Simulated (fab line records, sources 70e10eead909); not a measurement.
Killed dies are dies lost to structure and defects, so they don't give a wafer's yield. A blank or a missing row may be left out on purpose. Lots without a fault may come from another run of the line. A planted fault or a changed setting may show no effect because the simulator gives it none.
fab line records | flow nand_harc
record lots=5 wafers=15 last_day=33
route steps=1302 shown P_ZERO_WELL@44
lots that met no fault: from a run of the same line without faults
start_h: hours from the record's first day to the start of the lot's first wafer shown | wait_h: hours since the lot's step before | " the same as in the row above | L1.1+2: a row that stands for several wafers | - no value, or no start given | * or withheld: withheld | < > ~ a bound
route shown NAME@n: a module of which the file shows steps, and the number in the route of the first | usual: mean/standard deviation of fault-free wafers | same: alike in all rows | chamber/n: place in a boat | sites: the reading at each site | _std_site: their standard deviation | _edge_site: outer sites' mean less inner sites' | radius_mm: how far each site lies from the wafer's centre | mask NAME#n: copy n | behind: the tool/chamber that last shaped the wafer | hold: why the lot was held/for how many hours/how that ended | device: the transistor (n, p or np) that didn't switch | end of line: the same wafers' tests at the end of the route | a step without rows: its recipe alone | killed: dies lost to structure and defects at the first sort, not the wafer's yield | map: a wafer's dies, x killed, . not, _ none there
set.NAME: the setting as run; set.NAME@STEP: as run at that earlier step | model.NAME: the simulator's own value behind a step, which no gauge read
lots at some steps of the route; a table a step, a row a wafer
services: from which hour (start_h, from the record's first day; less than 0 if before it) a tool's chamber was out of use, for how many hours, and why
## steps
# step NHARC_P_ZERO_WELL_CD_MEAS_37
# recipe target_cd_nm=720 landing_energy_ev=500
# usual cd_nm=720.3/1.4
# columns lot.wafer tool chamber start_h wait_h cd_nm
L893.1 cd_sem-02 0 34.14 - 719.3
L893.4 " 0 " " 720.6
L893.5 " 0 " " 722.4
L904.2 cd_sem-02 0 144.10 - 720.6
L904.5 " 0 " " 720.9
L904.6 " 0 " " 721.0
L905.1 cd_sem-02 0 154.24 - 720.8
L905.2 " 0 " " 718.4
L905.3 " 0 " " 722.8
L914.2 cd_sem-02 0 244.22 - 718.6
L914.4 " 0 " " 722.7
L914.5 " 0 " " 718.3
L915.1 cd_sem-03 0 254.11 - 720.4
L915.2 " 0 " " 719.5
L915.5 " 0 " " 721.7
# step NHARC_P_ZERO_WELL_HARDBAKE_38
# recipe temp_c=125 time_s=80
# step NHARC_P_ZERO_WELL_DESCUM_39
# recipe time_s=3 o2_flow_sccm=200 ar_flow_sccm=0 bias_power_w=0 chemistry=O2
# usual drypump_motor_current_A=5.3/0.5 oes_product_au=1.001/0.0096 rf_vpp_V=57.9/0.85 showerhead_plenum_p_Torr=1.95/0.08 throttle_valve_pct=11.312/0.0097
# same time_s=3
# columns lot.wafer tool chamber start_h wait_h drypump_motor_current_A oes_product_au rf_hours_counter_h rf_vpp_V showerhead_plenum_p_Torr throttle_valve_pct
L893.1 rie_diel-02 3 34.31 - 5.1 0.979 48 56.0 1.88 11.308
L893.4 " 0 " " 4.9 0.994 48 57.6 2.03 11.320
L893.5 " 2 " " 5.7 0.991 - 56.6 1.97 11.306
L904.2 rie_diel-05 2 144.30 - 5.9 1.016 24 57.6 1.95 11.292
L904.5 " 3 " " 5.8 1.010 - 57.8 1.98 11.319
L904.6 " 0 " " 4.7 0.998 - 58.2 2.07 11.312
L905.2 rie_diel-05 0 154.40 - 4.7 1.003 27 58.4 2.07 11.313
L905.3 " 1 " " 4.8 1.008 28 57.1 1.92 11.318
L905.1 " 3 " " 5.7 1.008 26 58.5 1.97 11.288
L914.4 rie_diel-05 0 244.38 - 4.7 1.004 1 58.4 2.06 11.305
L914.2 " 3 " " 5.7 1.004 0 57.7 1.97 11.312
L914.5 " 1 " " 4.7 0.992 - 58.0 1.92 11.333
L915.1 rie_diel-05 2 254.27 - 5.9 1.008 3 57.4 1.94 11.312
L915.2 " 3 " " 5.7 1.003 2 58.2 1.97 11.311
L915.5 " 3 " " 5.7 1.009 - 59.0 1.97 11.323
# step NHARC_P_ZERO_WELL_IMPLANT_40
# recipe energy_kev=300 dose_cm2=1e+13 tilt_deg=7
# step NHARC_P_ZERO_WELL_IMPLANT_59
# recipe energy_kev=120 dose_cm2=5e+12 tilt_deg=7
# step NHARC_P_ZERO_WELL_IMPLANT_60
# recipe energy_kev=30 dose_cm2=2e+12 tilt_deg=7
# step NHARC_P_ZERO_WELL_STRIP_41
# recipe time_s=840 temp_c=130 chemistry=SPM
# step NHARC_P_ZERO_WELL_DEHYDRATE_44
# recipe temp_c=150 time_s=120
# step NHARC_P_ZERO_WELL_HMDS_45
# recipe time_s=30
# step NHARC_P_ZERO_WELL_COAT_46
# recipe spin_rpm=withheld
# step NHARC_P_ZERO_WELL_SOFTBAKE_47
# recipe temp_c=122 time_s=95
# step NHARC_P_ZERO_WELL_EBR_48
# step NHARC_P_ZERO_WELL_EXPOSE_49
# recipe na=0.6 target_cd_nm=2000 dose_mj=22.64 mask_id=P_HVPW
# columns lot.wafer tool chamber start_h wait_h mask
L893.1+4+5 krf_scanner-03 0 35.62 - P_HVPW#0
L904.2+5+6 krf_scanner-02 0 145.59 - P_NWELL#0
L905.1+2+3 krf_scanner-02 0 155.62 - P_HVPW#0
L914.2+4+5 krf_scanner-03 0 245.70 - P_HVPW#0
L915.1+2+5 krf_scanner-03 0 255.47 - P_HVPW#0
# step NHARC_P_ZERO_WELL_PEB_50
# recipe peb_temp_c=118 peb_time_s=85
# step NHARC_P_ZERO_WELL_DEVELOP_51
# recipe time_s=70
# step NHARC_P_ZERO_WELL_CD_MEAS_52
# recipe target_cd_nm=2000 landing_energy_ev=500
# usual cd_nm=2000.8/1.6
# columns lot.wafer tool chamber start_h wait_h cd_nm
L893.1 cd_sem-01 0 35.77 - 1999.5
L893.4 " 0 " " 1999.6
L893.5 " 0 " " 2001.4
L904.2 cd_sem-03 0 145.75 - -
L904.5 " 0 " " -
L904.6 " 0 " " -
L905.1 cd_sem-03 0 155.78 - 1998.1
L905.2 " 0 " " 1999.7
L905.3 " 0 " " 1999.6
L914.2 cd_sem-01 0 245.86 - 2001.2
L914.4 " 0 " " 1998.0
L914.5 " 0 " " 2000.9
L915.1 cd_sem-02 0 255.63 - 1998.2
L915.2 " 0 " " 1998.9
L915.5 " 0 " " 2000.7
# step NHARC_P_ZERO_WELL_HARDBAKE_53
# recipe temp_c=125 time_s=80
## services
# columns tool chamber start_h hours kind
rie_diel-05 0 12.09 - clean
rie_diel-05 1 12.09 - clean
rie_diel-05 2 12.09 - clean
rie_diel-05 3 12.09 - clean
krf_scanner-03 - 12.76 1.3 repair
rie_diel-05 2 17.93 13.4 repair
rie_diel-05 0 36.59 - clean
rie_diel-05 1 36.59 - clean
rie_diel-05 2 36.59 - clean
rie_diel-05 3 36.59 - clean
rie_diel-05 2 38.17 - consumable_replace:focus_ring
krf_scanner-03 - 38.57 0.5 repair
rie_diel-02 - 40.65 9.0 pm
krf_scanner-03 - 52.00 4.0 pm
rie_diel-05 - 54.97 9.0 pm
krf_scanner-02 - 94.00 4.0 pm
rie_diel-02 0 100.58 11.0 repair
krf_scanner-03 - 131.90 0.9 repair
krf_scanner-02 - 135.73 0.1 repair
krf_scanner-03 - 144.36 1.5 repair
rie_diel-02 - 218.34 9.0 pm
krf_scanner-03 - 224.00 4.0 pm
krf_scanner-02 - 226.06 0.3 repair
rie_diel-05 - 232.06 9.0 pm
## key
first_sign step=NHARC_P_ZERO_WELL_EXPOSE_49 reading=mask direction=changed
effect step=NHARC_P_ZERO_WELL_CD_MEAS_52 reading=cd_nm direction=missing
met_at NHARC_P_ZERO_WELL_EXPOSE_49
struck_wafers L904.2,L904.5,L904.6
later_rows_left_out L904.2,L904.5,L904.6
sort_left_out L904.2,L904.5,L904.6
tester_left_out L904
fault kind=wrong_mask tool=any chamber=- onset_h=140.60 steps=NHARC_P_ZERO_WELL_EXPOSE_49 aux_copy=P_NWELL#0 scope=struck_lots_only
# tester_left_out: of these lots the tester's yield and bins aren't shown, on N5 and GAA mostly nor the transistor test; their killed dies are dies lost to structure and defects alone, not to doping, threshold or leakage, so they don't give the yield
# sort_left_out: the simulated sort isn't trusted on such a fault, so these wafers' sort isn't shown, and their yield isn't known
# later_rows_left_out: the simulator's readings of these wafers behind a module that went badly wrong aren't trusted and aren't shown, but for the sort
